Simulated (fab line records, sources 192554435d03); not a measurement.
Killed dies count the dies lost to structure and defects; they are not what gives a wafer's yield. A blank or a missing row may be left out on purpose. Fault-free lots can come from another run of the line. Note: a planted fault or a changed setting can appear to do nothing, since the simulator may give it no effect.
Matching of chambers :: flow n5Finfet :: rieDiel-03 running N5_BEOL_M9_ETCH_76: 4 sister chambers
The step etches underlayer in N2/H2, target depth 6.5 nm, time 5.2 s. 4 wafers are shown with their chamber, then 10 later ones without.

== EACH WAFER AND ITS CHAMBER ==
wafer: L084.1
chamber: 3
drypumpMotorCurrentA (A): 4.8

wafer: L084.3
chamber: 0
drypumpMotorCurrentA (A): 6.0

wafer: L084.4
chamber: 1
drypumpMotorCurrentA (A): 5.4

wafer: L084.5
chamber: 2
drypumpMotorCurrentA (A): 6.0

== WAFERS WITHOUT THEIR CHAMBER ==
wafer: L084.6
drypumpMotorCurrentA (A): 5.4

wafer: L085.2
drypumpMotorCurrentA (A): 4.8

wafer: L085.4
drypumpMotorCurrentA (A): 5.9

wafer: L085.6
drypumpMotorCurrentA (A): 4.9

wafer: L093.2
drypumpMotorCurrentA (A): 5.3

wafer: L093.5
drypumpMotorCurrentA (A): 6.0

wafer: L093.6
drypumpMotorCurrentA (A): 4.8

wafer: L096.3
drypumpMotorCurrentA (A): 6.0

wafer: L096.5
drypumpMotorCurrentA (A): 4.9

wafer: L096.6
drypumpMotorCurrentA (A): 5.9

== CHAMBER TAKEN BY EACH ==
wafer: L084.6
from the rows above: 1
in truth: 1

wafer: L085.2
from the rows above: 3
in truth: 3

wafer: L085.4
from the rows above: can't be placed: 0 or 2
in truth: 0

wafer: L085.6
from the rows above: 3
in truth: 3

wafer: L093.2
from the rows above: 1
in truth: 1

wafer: L093.5
from the rows above: can't be placed: 0 or 2
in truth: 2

wafer: L093.6
from the rows above: 3
in truth: 3

wafer: L096.3
from the rows above: can't be placed: 0 or 2
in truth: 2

wafer: L096.5
from the rows above: 3
in truth: 3

wafer: L096.6
from the rows above: can't be placed: 0 or 2
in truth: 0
Placed correctly: 6 of 10. These rows do not allow placing 4 (true chamber among the candidates in 4). Placed wrongly: 0.
How it was worked out, from the rows above alone: a wafer's distance from a chamber is the root of the sum, over the readings, of the square of ((its reading less the chamber's mean) divided by the reading's scatter). If the next closest chamber is less than 2 further off than the closest, the wafer can't be placed; otherwise it belongs to the closest. For every chamber, the mean is computed from those of its wafers that are shown. The scatter: root of mean squared gap, hidden wafer to nearest shown wafer, with one shown wafer a chamber.
